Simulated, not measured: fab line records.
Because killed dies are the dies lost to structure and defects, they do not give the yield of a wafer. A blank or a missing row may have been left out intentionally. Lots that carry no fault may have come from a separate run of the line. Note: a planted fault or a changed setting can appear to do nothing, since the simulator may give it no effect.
Matching of chambers / flow n5_finfet / N5_BEOL_M1_DEP_57 on pecvd-04 has 3 sister chambers
The step deposits SiCN from 3MS/NH3, target thk 8 nm, time 14 s. 14 wafers are shown with their chamber, then 7 later ones without.

== WAFERS, EACH WITH ITS CHAMBER ==
wafer=L074.2; chamber=0; showerhead_plenum_p_Torr (Torr)=3.637; throttle_valve_pct (%)=9.9
wafer=L074.3; chamber=1; showerhead_plenum_p_Torr (Torr)=3.684; throttle_valve_pct (%)=9.3
wafer=L074.6; chamber=1; showerhead_plenum_p_Torr (Torr)=3.679; throttle_valve_pct (%)=9.6
wafer=L079.3; chamber=0; showerhead_plenum_p_Torr (Torr)=3.638; throttle_valve_pct (%)=9.9
wafer=L079.4; chamber=1; showerhead_plenum_p_Torr (Torr)=3.678; throttle_valve_pct (%)=9.6
wafer=L079.6; chamber=2; showerhead_plenum_p_Torr (Torr)=3.677; throttle_valve_pct (%)=8.9
wafer=L081.2; chamber=1; showerhead_plenum_p_Torr (Torr)=3.680; throttle_valve_pct (%)=9.3
wafer=L081.4; chamber=2; showerhead_plenum_p_Torr (Torr)=3.671; throttle_valve_pct (%)=9.0
wafer=L081.5; chamber=1; showerhead_plenum_p_Torr (Torr)=3.682; throttle_valve_pct (%)=9.6
wafer=L085.3; chamber=1; showerhead_plenum_p_Torr (Torr)=3.677; throttle_valve_pct (%)=9.4
wafer=L085.4; chamber=0; showerhead_plenum_p_Torr (Torr)=3.641; throttle_valve_pct (%)=10.2
wafer=L085.5; chamber=1; showerhead_plenum_p_Torr (Torr)=3.689; throttle_valve_pct (%)=9.5
wafer=L086.3; chamber=0; showerhead_plenum_p_Torr (Torr)=3.636; throttle_valve_pct (%)=10.0
wafer=L086.4; chamber=0; showerhead_plenum_p_Torr (Torr)=3.637; throttle_valve_pct (%)=10.1

SIGNATURES (averages over the wafers above)
reading=showerhead_plenum_p_Torr; chamber 0=3.63780; chamber 1=3.68129; chamber 2=3.67400; scatter within a chamber=0.00352
reading=throttle_valve_pct; chamber 0=10.020; chamber 1=9.471; chamber 2=8.950; scatter within a chamber=0.13
Rule: for each reading, subtract the chamber's mean from the wafer's reading, divide by that reading's scatter and square the result; add these up over the readings and take the root, which gives the wafer's distance from the chamber. The wafer belongs to the nearest chamber; if the next one is less than 2 further off, it can't be placed. The scatter: take each reading less its chamber's mean, square it, sum over the shown wafers, divide by the number of wafers less the number of chambers, and take the root.

== WAFERS WHOSE CHAMBER IS MISSING ==
wafer=L086.6; showerhead_plenum_p_Torr (Torr)=3.678; throttle_valve_pct (%)=9.5
wafer=L094.2; showerhead_plenum_p_Torr (Torr)=3.679; throttle_valve_pct (%)=8.7
wafer=L094.3; showerhead_plenum_p_Torr (Torr)=3.684; throttle_valve_pct (%)=9.5
wafer=L094.6; showerhead_plenum_p_Torr (Torr)=3.637; throttle_valve_pct (%)=10.1
wafer=L096.1; showerhead_plenum_p_Torr (Torr)=3.629; throttle_valve_pct (%)=10.1
wafer=L096.3; showerhead_plenum_p_Torr (Torr)=3.675; throttle_valve_pct (%)=9.2
wafer=L096.5; showerhead_plenum_p_Torr (Torr)=3.674; throttle_valve_pct (%)=9.4

== WHICH CHAMBER EACH WENT THROUGH ==
wafer=L086.6; from the rows above=1; in truth=1
wafer=L094.2; from the rows above=2; in truth=2
wafer=L094.3; from the rows above=1; in truth=1
wafer=L094.6; from the rows above=0; in truth=0
wafer=L096.1; from the rows above=0; in truth=0
wafer=L096.3; from the rows above=can't be placed: 2 or 1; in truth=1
wafer=L096.5; from the rows above=can't be placed: 1 or 2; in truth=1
Correctly placed: 5 of 7. These rows do not allow placing 2 (true chamber among the candidates in 2). Number placed wrongly: 0.
